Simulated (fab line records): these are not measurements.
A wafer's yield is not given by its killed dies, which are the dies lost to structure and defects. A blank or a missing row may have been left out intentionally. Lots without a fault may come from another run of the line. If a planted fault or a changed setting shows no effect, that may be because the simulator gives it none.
fab line records	flow n5-finfet	part 1 of 2: steps 1 to 25 of 32
record: lots: 5	wafers: 15	last-day: 16
route steps=1938 shown SD_ACTIVATION@330 ILD0@335 SDB@347
lots that met no fault: from a run of the same line without faults
start-h: the number of hours between the record's first day and the start of the first shown wafer of the lot	wait-h: how many hours have passed since the lot's step before this one	" unchanged from the row above	L1.1+2: a single row standing in for several wafers	- no value present, or no start provided	* or withheld: withheld	< > ~ a bound
route shown NAME@n: a module of which the file shows steps, and the number in the route of the first	usual: average and standard deviation across the fault-free wafers	same: alike in all rows	chamber/n: place in a boat	sites: per-site readings	_std_site: how widely they spread, as a standard deviation	_edge_site: mean of outer sites minus mean of inner sites	radius-mm: for every site, how far away it sits from the centre of the wafer	mask NAME#n: copy n	behind: tool/chamber where the wafer was last shaped	hold: reason for holding the lot/hours on hold/outcome of the hold	device: which transistor (n, p or np) failed to switch	end of line: the tests these same wafers got at the end of their route	a step without rows: its recipe alone	killed: dies lost to structure and defects at the first sort, not the wafer's yield	map: a wafer's dies, x killed, . not, _ none there
set.NAME: setting as actually run; set.NAME@STEP: the setting as run at that earlier step	model.NAME: the simulator's own value behind a step, which no gauge read
a table for each step, a row for each wafer; lots at some steps of the route
services: the hour from which a tool's chamber was out of use, counted from the record's first day as start-h (under 0 if before that day), plus the number of hours and why
== steps ==
step: N5_SD_ACTIVATION_RTA_00
recipe: temp-c: 975	time-s: 0	ambient: N2	idle-temp-c: 600	ramp-up-c-per-s: 150	ramp-down-c-per-s: 60	cool-to-c: 600
usual: lamp-power-pct: 8.96/0.055	lamp_zone_5_pct: 8.96/0.031	wafer_temp_C_max: 974.8/2.1
lot.wafer	tool	chamber	start-h	wait-h	lamp-power-pct	lamp_zone_5_pct	wafer_temp_C_max
L077.1	rtp-anneal-01	0	75.50	0.2	8.98	8.92	974.5
L077.4	"	0	"	"	8.96	8.98	973.5
L077.5	"	0	"	"	8.91	8.93	974.3
L079.1	rtp-anneal-02	0	87.91	0.0	8.95	8.98	975.3
L079.2	"	0	"	"	8.96	8.94	971.4
L079.5	"	0	"	"	8.93	8.90	975.0
L088.1	rtp-anneal-02	0	143.57	0.2	8.93	8.91	973.2
L088.2	"	0	"	"	8.94	9.00	971.8
L088.5	"	0	"	"	8.97	8.93	972.7
L089.1	rtp-anneal-02	0	146.66	0.1	9.06	8.96	972.9
L089.2	"	0	"	"	8.99	8.89	973.3
L089.5	"	0	"	"	8.97	8.93	974.9
L093.3	rtp-anneal-01	0	169.52	0.1	9.03	8.95	976.7
L093.4	"	0	"	"	9.03	9.02	978.3
L093.6	"	0	"	"	8.96	9.01	973.6
step: N5_SD_ACTIVATION_LSA_01
recipe: temp-c: 1080	time-s: 0.0008	ambient: N2
usual: wafer_temp_C_max: 1084.9/0.81
lot.wafer	tool	chamber	start-h	wait-h	wafer_temp_C_max
L077.1	laser-anneal-01	0	75.70	0.2	1085.1
L077.4	"	0	"	"	1084.8
L077.5	"	0	"	"	1085.3
L079.1	laser-anneal-01	0	88.11	0.2	1085.1
L079.2	"	0	"	"	1085.2
L079.5	"	0	"	"	1085.5
L088.1	laser-anneal-02	0	143.77	0.2	1085.4
L088.2	"	0	"	"	1084.7
L088.5	"	0	"	"	1084.1
L089.1	laser-anneal-01	0	146.86	0.2	1084.7
L089.2	"	0	"	"	1085.0
L089.5	"	0	"	"	1084.2
L093.3	laser-anneal-02	0	169.72	0.2	1085.3
L093.4	"	0	"	"	1084.6
L093.6	"	0	"	"	1085.5
step: N5_SD_ACTIVATION_RS_MEAS_03
recipe: thk-meas-gauge: four-point-probe
usual: RS_SD_N: 21.9/0.31	RS_SD_P: 56.0/0.76
lot.wafer	tool	chamber	start-h	wait-h	RS_SD_N[ohm/sq]	RS_SD_P[ohm/sq]
L077.1	film-metro-02	-	75.91	0.2	22.3	56.8
L077.4	"	-	"	"	22.1	56.8
L077.5	"	-	"	"	22.1	56.6
L079.1	film-metro-01	-	88.31	0.2	21.3	56.0
L079.2	"	-	"	"	21.6	54.4
L079.5	"	-	"	"	21.3	54.5
L088.1	film-metro-01	-	143.97	0.2	22.2	55.8
L088.2	"	-	"	"	22.1	57.1
L088.5	"	-	"	"	22.1	56.0
L089.1	film-metro-02	-	147.06	0.2	22.1	55.5
L089.2	"	-	"	"	22.2	56.1
L089.5	"	-	"	"	21.7	55.4
L093.3	film-metro-01	-	169.90	0.2	21.9	56.4
L093.4	"	-	"	"	21.3	56.5
L093.6	"	-	"	"	21.9	56.3
step: N5_SD_ACTIVATION_INSPECT_02
recipe: inspect-instrument: darkfield	mode: post-anneal
usual: raw-defect-count: 188/41
lot.wafer	tool	chamber	start-h	wait-h	raw-defect-count
L077.1	defect-inspect-01	-	76.23	0.2	231
L077.4	"	-	"	"	252
L077.5	"	-	"	"	179
L079.1	defect-inspect-01	-	88.64	0.2	280
L079.2	"	-	"	"	213
L079.5	"	-	"	"	262
L088.1	defect-inspect-02	-	144.29	0.2	232
L088.2	"	-	"	"	234
L088.5	"	-	"	"	228
L089.1	defect-inspect-01	-	147.39	0.2	143
L089.2	"	-	"	"	156
L089.5	"	-	"	"	135
L093.3	defect-inspect-01	-	170.19	0.1	159
L093.4	"	-	"	"	220
L093.6	"	-	"	"	174
step: N5_ILD0_LINER_00
recipe: material: SiNx	target-thk-a: 40	temp-c: 400	ald-precursor-family: SiH2I2	ald-co-reactant: N2/H2-plasma	pulse-time-s: 1	purge-time-s: 2	co-reactant-purge-time-s: 2	ald-cycles: 80	pressure-torr: 2
usual: heater-power-w: 878/88	precursor-pulse-height-rel: 0.999/0.022	susceptor-temp-C: 400.01/0.21
same: pulse-time-s: 1
lot.wafer	tool	chamber	start-h	wait-h	heater-power-w	precursor-pulse-height-rel	susceptor-temp-C
L077.1	ald-sin-02	3	76.26	0.0	954	0.986	400.37
L077.4	"	0	"	"	857	0.979	399.65
L077.5	"	1	"	"	725	1.017	399.62
L079.1	ald-sin-03	1	90.20	1.6	982	0.987	399.81
L079.2	"	3	"	"	833	1.021	400.10
L079.5	"	1	"	"	996	0.977	400.00
L088.1	ald-sin-02	3	144.33	0.0	942	0.974	400.21
L088.2	"	1	"	"	739	0.958	400.39
L088.5	"	2	"	"	868	1.030	400.12
L089.1	ald-sin-03	2	147.43	0.0	954	1.013	399.62
L089.2	"	0	"	"	757	1.015	400.01
L089.5	"	2	"	"	969	1.017	399.68
L093.3	ald-sin-01	1	170.22	0.0	809	1.026	399.92
L093.4	"	0	"	"	925	1.043	400.27
L093.6	"	0	"	"	918	1.004	400.33
step: N5_ILD0_FCVD_FILL_01
recipe: material: SiO2_flowable	target-thk-a: 2000	temp-c: 100	pressure-torr: 0.8	rf-w: 2000	time-s: 328.3
usual: susceptor-temp-C: 100.01/0.11
lot.wafer	tool	chamber	start-h	wait-h	susceptor-temp-C
L077.1	fcvd-01	1	76.68	0.2	99.93
L077.4	"	0	"	"	99.95
L077.5	"	0	"	"	100.18
L079.1	fcvd-01	0	90.62	0.2	100.09
L079.2	"	1	"	"	100.02
L079.5	"	0	"	"	100.06
L088.1	fcvd-01	0	144.75	0.2	100.13
L088.2	"	0	"	"	100.10
L088.5	"	0	"	"	100.13
L089.1	fcvd-02	0	147.84	0.2	100.02
L089.2	"	1	"	"	99.96
L089.5	"	0	"	"	100.02
L093.3	fcvd-01	0	170.83	0.4	100.17
L093.4	"	1	"	"	100.13
L093.6	"	0	"	"	100.03
step: N5_ILD0_CURE_02
recipe: temp-c: 450	time-s: 1800	ambient: steam	idle-temp-c: 400	ramp-up-c-per-min: 5	ramp-down-c-per-min: 3	densification-p-h2o-torr: 640
lot.wafer	tool	chamber	start-h	wait-h
L077.1+4+5	furnace-01	0	77.98	1.2
L079.1+2+5	furnace-01	0	91.01	0.3
L088.1+2+5	furnace-03	0	145.50	0.6
L089.1+2+5	furnace-02	0	148.24	0.3
L093.3+4+6	furnace-03	0	171.11	0.2
step: N5_ILD0_CMP_03
recipe: stop-on: SiNx	t-overpolish-s: 1.9	post-cmp-clean: alkaline-brush	down-force-psi: 4.1491	platen-rpm: 51.796	pad-velocity-m-s: 1.0306	target-thk-nm: 197.38
usual: motor-current-A: 11.8/1.2	overpolish-run-s: 1.900/0.0096	slurry-filter-dp-kPa: 13.48/0.14	time-to-endpoint-s: 70/3.6
lot.wafer	tool	chamber	start-h	wait-h	motor-current-A	overpolish-run-s	slurry-filter-dp-kPa	time-to-endpoint-s
L077.4	cmp-04	3	79.61	0.1	13.7	1.890	13.47	76
L077.1	"	0	"	"	10.0	1.891	13.68	68
L077.5	"	2	"	"	9.8	1.883	13.47	72
L079.1	cmp-02	0	92.61	0.1	11.4	1.897	13.43	70
L079.2	"	1	"	"	11.8	1.909	13.57	71
L079.5	"	3	"	"	11.7	1.907	13.59	70
L088.2	cmp-02	2	147.06	0.0	12.4	1.896	13.52	70
L088.1	"	1	"	"	13.3	1.893	13.65	71
L088.5	"	2	"	"	13.1	1.885	13.52	73
L089.2	cmp-02	2	149.79	0.0	11.8	1.893	13.69	71
L089.1	"	0	"	"	11.1	1.891	13.26	75
L089.5	"	2	"	"	13.0	1.895	13.61	73
L093.3	cmp-02	3	172.66	0.0	11.1	1.891	13.45	69
L093.4	"	0	"	"	11.2	1.904	13.50	72
L093.6	"	3	"	"	11.7	1.884	13.47	73
step: N5_ILD0_THK_MEAS_04
usual: thk-nm: 197.3/1.3
lot.wafer	tool	chamber	start-h	wait-h	thk-nm
L077.1	film-metro-01	-	79.82	-	194.0
L077.4	"	-	"	"	196.4
L077.5	"	-	"	"	194.3
L079.1	film-metro-01	-	92.86	-	197.4
L079.2	"	-	"	"	197.3
L079.5	"	-	"	"	197.8
L088.1	film-metro-01	-	147.35	-	196.1
L088.2	"	-	"	"	196.0
L088.5	"	-	"	"	195.8
L089.1	film-metro-01	-	150.09	-	197.7
L089.2	"	-	"	"	196.8
L089.5	"	-	"	"	197.0
L093.3	film-metro-02	-	172.96	-	197.5
L093.4	"	-	"	"	197.3
L093.6	"	-	"	"	197.1
step: N5_ILD0_CMP_07
recipe: stop-on: poly-Si	material: SiO2_flowable	t-overpolish-s: 1.18	post-cmp-clean: alkaline-brush	down-force-psi: 4.1491	platen-rpm: 51.796	pad-velocity-m-s: 1.0306	target-thk-nm: 138.88
usual: motor-current-A: 11.8/1.1	slurry-filter-dp-kPa: 13.51/0.14
lot.wafer	tool	chamber	start-h	wait-h	motor-current-A	slurry-filter-dp-kPa
L077.4	cmp-03	1	79.94	0.1	12.9	13.58
L077.1	"	3	"	"	12.4	13.36
L077.5	"	1	"	"	13.1	13.61
L079.1	cmp-02	2	92.93	0.1	12.6	13.58
L079.2	"	3	"	"	11.3	13.27
L079.5	"	1	"	"	13.0	13.51
L088.2	cmp-04	1	147.38	0.0	11.2	13.34
L088.1	"	0	"	"	9.9	13.62
L088.5	"	1	"	"	10.6	13.35
L089.2	cmp-02	0	150.19	0.1	10.9	13.40
L089.1	"	1	"	"	13.4	13.55
L089.5	"	2	"	"	12.6	13.56
L093.4	cmp-03	3	172.98	0.0	12.5	13.36
L093.3	"	0	"	"	12.3	13.43
L093.6	"	0	"	"	12.0	13.50
step: N5_ILD0_THK_MEAS_08
usual: thk-nm: 138.9/1.1
lot.wafer	tool	chamber	start-h	wait-h	thk-nm
L077.1	film-metro-01	-	80.23	-	138.8
L077.4	"	-	"	"	138.3
L077.5	"	-	"	"	138.7
L079.1	film-metro-01	-	93.19	-	139.3
L079.2	"	-	"	"	138.5
L079.5	"	-	"	"	139.3
L088.1	film-metro-01	-	147.67	-	138.9
L088.2	"	-	"	"	138.5
L088.5	"	-	"	"	138.6
L089.1	film-metro-02	-	150.41	-	138.6
L089.2	"	-	"	"	139.5
L089.5	"	-	"	"	139.1
L093.3	film-metro-01	-	173.28	-	141.1
L093.4	"	-	"	"	139.6
L093.6	"	-	"	"	140.3
step: N5_ILD0_PRECLEAN_10
recipe: chemistry: NF3:NH3	afs-cycles: 5	time-s: 20	temp-c: 30	sublimation-temp-c: 180	sublimation-time-s: 60	pressure-torr: 3	rf-power-w: 30
usual: pressure-torr: 2.999/0.0054	rf-power-w: 30.01/0.08
same: afs-cycles: 5
lot.wafer	tool	chamber	start-h	wait-h	pressure-torr	rf-power-w
L077.1	remote-plasma-01	1	80.27	0.0	2.988	29.93
L077.4	"	1	"	"	3.001	30.04
L077.5	"	1	"	"	2.998	29.97
L079.1	remote-plasma-02	1	93.22	0.0	2.999	29.89
L079.2	"	1	"	"	3.003	29.94
L079.5	"	1	"	"	3.002	29.95
L088.1	remote-plasma-01	0	147.71	0.0	3.001	29.97
L088.2	"	0	"	"	3.008	30.15
L088.5	"	0	"	"	2.999	30.05
L089.1	remote-plasma-01	0	150.45	0.0	3.001	30.08
L089.2	"	0	"	"	3.005	30.01
L089.5	"	0	"	"	3.005	29.90
L093.3	remote-plasma-01	0	173.53	0.3	3.002	30.06
L093.4	"	0	"	"	2.990	29.90
L093.6	"	0	"	"	3.002	29.90
step: N5_ILD0_ALD_15
recipe: material: SiNx	target-thk-a: 240	temp-c: 400	ald-precursor-family: SiH2I2	ald-co-reactant: N2/H2-plasma	pulse-time-s: 1	ald-cycles: 480	purge-time-s: 2	co-reactant-purge-time-s: 2	pressure-torr: 2
usual: heater-power-w: 866/89	precursor-pulse-height-rel: 1.003/0.021	susceptor-temp-C: 400.05/0.22
same: pulse-time-s: 1
lot.wafer	tool	chamber	start-h	wait-h	heater-power-w	precursor-pulse-height-rel	susceptor-temp-C
L077.1	ald-sin-01	2	81.03	0.7	993	0.998	400.38
L077.4	"	3	"	"	818	0.982	400.09
L077.5	"	2	82.12	1.3	1001	1.028	400.06
L079.1	ald-sin-03	3	94.22	0.9	845	1.025	399.80
L079.2	"	1	"	"	979	1.012	399.95
L079.5	"	1	95.31	1.5	1010	0.960	399.98
L088.1	ald-sin-01	1	148.39	0.6	766	1.008	400.23
L088.2	"	3	"	"	821	1.003	400.34
L088.5	"	3	149.48	1.2	818	0.982	399.82
L089.1	ald-sin-02	0	151.29	0.7	809	0.995	399.63
L089.2	"	1	"	"	735	1.005	400.21
L089.5	"	1	152.38	1.4	732	1.011	400.09
L093.3	ald-sin-03	0	174.00	0.4	758	1.002	400.08
L093.4	"	3	175.08	1.3	839	1.010	400.06
L093.6	"	0	"	"	771	0.985	400.28
step: N5_ILD0_CMP_12
recipe: stop-on: poly-Si	material: SiNx	t-overpolish-s: 6	post-cmp-clean: alkaline-brush	down-force-psi: 2.5	platen-rpm: 51.8	pad-velocity-m-s: 1.0307	target-thk-nm: 17.67
usual: motor-current-A: 8.6/0.79	overpolish-run-s: 5.999/0.0089	slurry-filter-dp-kPa: 13.49/0.13	time-to-endpoint-s: 29/3
lot.wafer	tool	chamber	start-h	wait-h	motor-current-A	overpolish-run-s	slurry-filter-dp-kPa	time-to-endpoint-s
L077.1	cmp-04	0	83.23	1.1	7.5	5.991	13.41	27
L077.4	"	1	"	"	7.7	5.992	13.75	26
L077.5	"	0	"	"	7.5	5.995	13.37	28
L079.2	cmp-03	0	96.46	1.2	9.1	5.985	13.57	34
L079.1	"	1	"	"	9.4	6.001	13.72	33
L079.5	"	3	"	"	8.8	6.001	13.43	30
L088.1	cmp-03	1	150.63	1.2	9.4	5.995	13.50	34
L088.2	"	2	"	"	8.9	6.005	13.47	29
L088.5	"	0	"	"	9.1	5.997	13.65	35
L089.2	cmp-02	2	153.57	1.2	9.5	6.001	13.38	30
L089.1	"	3	"	"	8.7	5.999	13.57	24
L089.5	"	0	"	"	8.3	6.004	13.47	26
L093.4	cmp-02	0	176.20	0.0	8.3	6.010	13.54	29
L093.3	"	1	"	"	9.7	5.998	13.34	27
L093.6	"	0	"	"	8.5	5.999	13.25	25
step: N5_ILD0_THK_MEAS_13
usual: thk-nm: 17.6/1.1
lot.wafer	tool	chamber	start-h	wait-h	thk-nm
L077.1	film-metro-02	-	83.53	-	17.8
L077.4	"	-	"	"	16.0
L077.5	"	-	"	"	18.1
L079.1	film-metro-02	-	96.72	-	18.5
L079.2	"	-	"	"	19.5
L079.5	"	-	"	"	17.4
L088.1	film-metro-01	-	150.89	-	17.4
L088.2	"	-	"	"	17.6
L088.5	"	-	"	"	17.9
L089.1	film-metro-01	-	153.79	-	16.7
L089.2	"	-	"	"	17.5
L089.5	"	-	"	"	17.1
L093.3	film-metro-01	-	176.49	-	17.4
L093.4	"	-	"	"	16.6
L093.6	"	-	"	"	17.4
step: N5_ILD0_INSPECT_06
recipe: inspect-instrument: darkfield	mode: post-cmp
usual: raw-defect-count: 43/23
lot.wafer	tool	chamber	start-h	wait-h	raw-defect-count
L077.1	defect-inspect-02	-	83.55	0.0	16
L077.4	"	-	"	"	17
L077.5	"	-	"	"	34
L079.1	defect-inspect-02	-	96.75	0.0	42
L079.2	"	-	"	"	66
L079.5	"	-	"	"	61
L088.1	defect-inspect-02	-	150.91	0.0	47
L088.2	"	-	"	"	49
L088.5	"	-	"	"	30
L089.1	defect-inspect-01	-	153.81	0.0	22
L089.2	"	-	"	"	57
L089.5	"	-	"	"	33
L093.3	defect-inspect-01	-	176.52	0.0	34
L093.4	"	-	"	"	44
L093.6	"	-	"	"	43
step: N5_SDB_HM_DEP_00
recipe: material: SiNx	target-thk-a: 400	temp-c: 400	precursor: SiH4/NH3/N2	pressure-torr: 1.5	rf-w: 300	time-s: 35.3
usual: heater-power-w: 764/70	showerhead-plenum-p-Torr: 5.13/0.053	showerhead-vpp-V: 1049/47	susceptor-temp-C: 400.00/0.22	throttle-valve-pct: 39.4/2
lot.wafer	tool	chamber	start-h	wait-h	heater-power-w	showerhead-plenum-p-Torr	showerhead-vpp-V	susceptor-temp-C	throttle-valve-pct
L077.1	pecvd-02	2	83.59	0.0	832	5.05	1066	399.83	38.0
L077.4	"	2	"	"	833	5.06	1070	400.17	37.5
L077.5	"	0	"	"	777	5.08	1066	399.93	41.1
L079.1	pecvd-03	1	96.78	0.0	604	5.06	1162	399.62	42.4
L079.2	"	2	"	"	757	5.15	1051	399.87	36.4
L079.5	"	1	"	"	615	5.07	1189	399.67	42.5
L088.1	pecvd-03	0	150.95	0.0	837	5.18	998	399.83	42.0
L088.2	"	2	"	"	724	5.14	1054	400.29	36.7
L088.5	"	1	"	"	619	5.07	1166	400.17	42.5
L089.1	pecvd-01	2	153.85	0.0	910	5.17	1032	399.63	39.0
L089.2	"	0	"	"	788	5.20	1043	400.02	36.5
L089.5	"	1	"	"	741	5.20	982	400.01	40.0
L093.3	pecvd-01	1	176.55	0.0	670	5.20	995	399.69	39.9
L093.4	"	1	"	"	690	5.20	1000	399.96	40.0
L093.6	"	2	"	"	767	5.16	1070	399.87	39.1
step: N5_SDB_COAT_03
recipe: resist: SOC	temp-c: 250	time-s: 60	spin-rpm: 1500	resist-thk-nm: 100
lot.wafer	tool	chamber	start-h	wait-h
L077.1+4+5	litho-track-01	0	83.67	0.1
L079.1+2+5	litho-track-01	0	96.86	0.1
L088.1+2+5	litho-track-05	0	151.03	0.1
L089.1+2+5	litho-track-01	0	153.93	0.1
L093.3+4+6	litho-track-01	0	176.64	0.1
step: N5_SDB_COAT_04
recipe: resist: SiARC	temp-c: 220	time-s: 60	spin-rpm: 1500	resist-thk-nm: 18
lot.wafer	tool	chamber	start-h	wait-h
L077.1+4+5	litho-track-01	0	-	-
L079.1+2+5	litho-track-01	0	-	-
L088.1+2+5	litho-track-05	0	-	-
L089.1+2+5	litho-track-01	0	-	-
L093.3+4+6	litho-track-01	0	-	-
step: N5_SDB_COAT_05
recipe: resist: CAR-ArF	spin-rpm: 1500	resist-thk-nm: 90
lot.wafer	tool	chamber	start-h	wait-h
L077.1+4+5	litho-track-01	0	-	-
L079.1+2+5	litho-track-01	0	-	-
L088.1+2+5	litho-track-05	0	-	-
L089.1+2+5	litho-track-01	0	-	-
L093.3+4+6	litho-track-01	0	-	-
step: N5_SDB_EBR_07
recipe: solvent: PGMEA	ebr-width-mm: 1.5
lot.wafer	tool	chamber	start-h	wait-h
L077.1+4+5	litho-track-01	0	-	-
L079.1+2+5	litho-track-01	0	-	-
L088.1+2+5	litho-track-05	0	-	-
L089.1+2+5	litho-track-01	0	-	-
L093.3+4+6	litho-track-01	0	-	-
step: N5_SDB_SOFTBAKE_06
recipe: temp-c: 110	time-s: 60	resist: CAR-ArF
lot.wafer	tool	chamber	start-h	wait-h
L077.1+4+5	litho-track-01	0	-	-
L079.1+2+5	litho-track-01	0	-	-
L088.1+2+5	litho-track-05	0	-	-
L089.1+2+5	litho-track-01	0	-	-
L093.3+4+6	litho-track-01	0	-	-
step: N5_SDB_EXPOSE_08
recipe: mask-id: SDB	na: 1.35	source-shape: conventional	sigma-outer: 0.5	polarization: unpolarized	dose-mj: 49.6
usual: exposure-dose-mJ-cm2: 49.55/0.057
lot.wafer	tool	chamber	start-h	wait-h	mask	exposure-dose-mJ-cm2
L077.1	arfi-scanner-01	0	83.91	-	SDB#0	49.47
L077.4	"	0	"	"	SDB#0	49.49
L077.5	"	0	"	"	SDB#0	49.56
L079.1	arfi-scanner-01	0	97.11	-	SDB#0	49.52
L079.2	"	0	"	"	SDB#0	49.48
L079.5	"	0	"	"	SDB#0	49.50
L088.1	arfi-scanner-02	0	151.27	-	SDB#0	49.56
L088.2	"	0	"	"	SDB#0	49.47
L088.5	"	0	"	"	SDB#0	49.52
L089.1	arfi-scanner-01	0	154.18	-	SDB#0	49.54
L089.2	"	0	"	"	SDB#0	49.52
L089.5	"	0	"	"	SDB#0	49.54
L093.3	arfi-scanner-02	0	176.89	-	SDB#0	49.43
L093.4	"	0	"	"	SDB#0	49.47
L093.6	"	0	"	"	SDB#0	49.53
step: N5_SDB_PEB_09
recipe: peb-temp-c: withheld	peb-time-s: 60	resist: CAR-ArF
lot.wafer	tool	chamber	start-h	wait-h
L077.1+4+5	litho-track-01	0	83.97	0.1
L079.1+2+5	litho-track-02	0	97.17	0.1
L088.1+2+5	litho-track-02	0	151.33	0.1
L089.1+2+5	litho-track-02	0	154.23	0.1
L093.3+4+6	litho-track-05	0	176.94	0.0
step: N5_SDB_DEVELOP_10
recipe: develop-time-s: 30	developer: TMAH	resist: CAR-ArF	rinse-liquid: diw	dry: air-spin	dev-temp-c: 23
lot.wafer	tool	chamber	start-h	wait-h
L077.1+4+5	litho-track-01	0	-	-
L079.1+2+5	litho-track-02	0	-	-
L088.1+2+5	litho-track-02	0	-	-
L089.1+2+5	litho-track-02	0	-	-
L093.3+4+6	litho-track-05	0	-	-
